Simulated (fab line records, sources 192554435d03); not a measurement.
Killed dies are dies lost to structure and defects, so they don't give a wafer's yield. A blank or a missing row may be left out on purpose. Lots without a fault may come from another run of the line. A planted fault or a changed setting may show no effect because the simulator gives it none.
A struck lot beside a sound one | flow n5_finfet | 38 steps out of a route of 1938
Sound: wafers L729.4, L729.5, L729.6. Struck: wafers L724.3, L724.6. The cause comes at the end.
At each step with rows: each side's tool, then ch and its chambers, then its first start. Under that, the readings that differ: sound wafers | struck wafers | difference of the means | sigmas: that difference in standard deviations of wafers without a fault.
alike: readings whose means differ by less than 2 such deviations, and words and numbers that are the same on both sides. not compared: withheld readings, readings that some wafer has no value for, bounds like >300 that may hide the same value, and numbers for which the record gives no deviation and whose values overlap.
The two part at a step that has a row with sigmas, a row that says differs or no value, or rows on one side only. Numbers that don't overlap but have no deviation are shown without sigmas and don't part them. A reading that every wafer of one side lacks parts them only if that side has two wafers or more.

first, 9 steps without rows for these wafers: N5_BEOL_M8_DESCUM_33 (chemistry O2, time 7 s); N5_BEOL_M8_ETCH_72 (etches underlayer in N2/H2, target depth 6.5 nm, time 5.2 s); N5_BEOL_M8_ETCH_65 (etches SiARC in CF4, target depth 15.6 nm, time 26 s); N5_BEOL_M8_ETCH_66 (etches SOC in N2/H2, target depth 80 nm, overetch 16 nm, time 120 s); N5_BEOL_M8_STRIP_69 (strips in N2/H2); N5_BEOL_M8_STRIP_73 (strips in N2/H2); N5_BEOL_M8_VIA_ETCH_34 (etches SiCOH lowk in C4F6/O2, target depth 125.5 nm, time 50.5 s); N5_BEOL_M8_STRIP_76 (strips in C4F6/O2); N5_BEOL_M8_STRIP_36 (strips in N2/H2).
N5_BEOL_M8_TRENCH_ETCH_37: etches SiCOH lowk in C4F6/O2, target depth 93.478 nm, time 31.2 s.
  sound on rie_diel-03 ch 1,2,3, day 13 14:46; struck on rie_diel-06 ch 3, day 12 17:44
  reading                                    | sound             | struck      | difference | sigmas
  oes_product_au (a.u.)                      | 0.84 0.93 0.83    | 1.13 1.13   | +0.26      | +4
  model.BEOL_M8.feature_depth_nm (nm)        | 96.2 92.6 93.2    | 132.8 134   | +39.4      |
  model.etch.depth_nm (nm)                   | 96.29 92.61 93.22 | 132.7 133.9 | +39.3      |
  model.TiN_of_BEOL_M8_HM_DEP_02.thk_nm (nm) | 17.6 17.2 17.4    | 17 16.8     | +0         |
  alike: drypump_motor_current_A, rf_vpp_V, showerhead_plenum_p_Torr, throttle_valve_pct
  not compared: rf_hours_counter_h
then, 2 steps without rows for these wafers: N5_BEOL_M8_ETCH_41 (etches SiCN in CH3F/O2, target depth 31.9 nm, time 57.8 s); N5_BEOL_M8_STRIP_80 (strips in N2/H2, time 10 s).
N5_BEOL_M8_OCD_MEAS_38:
  sound on ocd-01, day 13 14:56; struck on ocd-01, day 12 17:53
  reading              | sound          | struck      | difference | sigmas
  trench_depth_nm (nm) | 96.1 92.6 93.4 | 132.8 133.5 | +39.1      | +23
then, 13 steps without rows for these wafers: N5_BEOL_M8_HM_STRIP_39 (strips TiN in peroxide tin strip, target depth 25 nm, time 158 s); N5_BEOL_M8_SRD_40 (time 30 s); N5_BEOL_M8_PRECLEAN_42 (cleans in residue remover, time 60 s); N5_BEOL_M8_SRD_43 (time 30 s); N5_BEOL_M8_CURE_75 (cures SiCOH lowk, time 120 s); N5_BEOL_M8_DEGAS_44 (time 60 s); N5_BEOL_M8_PRE_CLEAN_45 (time 30 s); N5_BEOL_M8_ALD_77 (deposits TaN, target thk 2 nm, pulse time 2 s, purge time 3 s); N5_BEOL_M8_SURFACE_TREAT_79; N5_BEOL_M8_CVD_78 (deposits Co from CCTBA/H2, target thk 2 nm, time 142.3 s); N5_BEOL_M8_SPUTTER_48 (material Cu, target thk 10 nm, time 1.667 s); N5_BEOL_M8_ECD_50 (material Cu, target thk 300 nm); N5_BEOL_M8_ANNEAL_51 (time 90 s).
N5_BEOL_M8_CMP_52: polishes, stops on SiCOH lowk, t overpolish 6.9 s, target thk 80 nm.
  sound on cmp-04 ch 1,2,3, day 13 17:02; struck on cmp-01 ch 1,3, day 12 21:56
  reading                                | sound        | struck      | difference | sigmas
  model.Cu_of_BEOL_M8_ECD_50.thk_nm (nm) | 83.2 79 80.8 | 119.4 121.2 | +39.3      |
  alike: clearing_platen_rpm, motor_current_A
N5_BEOL_M8_THK_MEAS_53: measures by xrf.
  sound on film_metro-02, day 13 17:16; struck on film_metro-02, day 12 22:07
  reading     | sound          | struck      | difference | sigmas
  M8_THK (nm) | 83.4 79.4 80.8 | 119.8 121.4 | +39.4      | +20
then, 2 steps without rows for these wafers: N5_BEOL_M8_PRE_CLEAN_55 (time 15 s); N5_BEOL_M8_DEP_56 (deposits SiCN from 3MS/NH3, target thk 10 nm, time 17.5 s).
N5_BEOL_M8_RS_MEAS_57: measures by four-point-probe.
  sound on film_metro-02, day 13 17:25; struck on film_metro-02, day 12 22:14
  reading        | sound             | struck      | difference | sigmas
  M8_RS (ohm/sq) | 0.273 0.291 0.283 | 0.181 0.178 | -0.103     | -13
then, 5 steps without rows for these wafers: N5_BEOL_M9_ILD_DEP_00 (deposits SiCOH lowk from DEMS/porogen, target thk 308.51 nm, time 58 s); N5_BEOL_M9_CURE_71 (cures SiCOH lowk, time 240 s); N5_BEOL_M9_PECVD_70 (deposits SiO2 from TEOS/O2, target thk 20 nm, time 22.7 s); N5_BEOL_M9_HM_DEP_02 (deposits TiN, target thk 20 nm); N5_BEOL_M9_COAT_59 (time 60 s, resist thk 100 nm).
-- the record jumps here: 2 days lie between the struck wafers' starts before and after (it left off in module BEOL_M9 and takes up again in module BEOL_M15, whose first step shown is number 1830 of the route) --
N5_BEOL_M15_RC_MEAS_101:
  sound on prober-01 ch 0, day 16 01:09; struck on prober-01 ch 0, day 15 02:46
  reading                   | sound          | struck    | difference | sigmas
  SERP_M6 (ohm/um)          | 12.8 13.4 13.3 | 14.5 14.7 | +1.4       | +3
  SERP_M8 (ohm/um)          | 13.4 13.8 13.7 | 8.6 8.9   | -4.9       | -9
  SERP_M8_max_site (ohm/um) | 13.6 14.7 14.8 | 9.3 9.1   | -5.2       | -9
  alike: COMB_M10, COMB_M11, COMB_M11_max_site, COMB_M12, COMB_M13, COMB_M13_max_site, COMB_M14, COMB_M15, COMB_M15_max_site, COMB_M5, COMB_M6, COMB_M7, COMB_M9, SERP_M10, SERP_M11, SERP_M12, SERP_M13, SERP_M14, SERP_M5, SERP_M7, SERP_M9
N5_PASSIVATION_PROBE_49:
  the record has rows for the sound wafers here (prober-01, day 16 22:07) and none for the struck ones

WHERE THEY PART
First at N5_BEOL_M8_TRENCH_ETCH_37; last, within this record, at N5_PASSIVATION_PROBE_49.

WHY: what the simulator had put in
Process parameter drift: rie_diel-06, from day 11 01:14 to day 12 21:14, at N5_BEOL_M8_TRENCH_ETCH_37. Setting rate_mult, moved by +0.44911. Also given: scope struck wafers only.
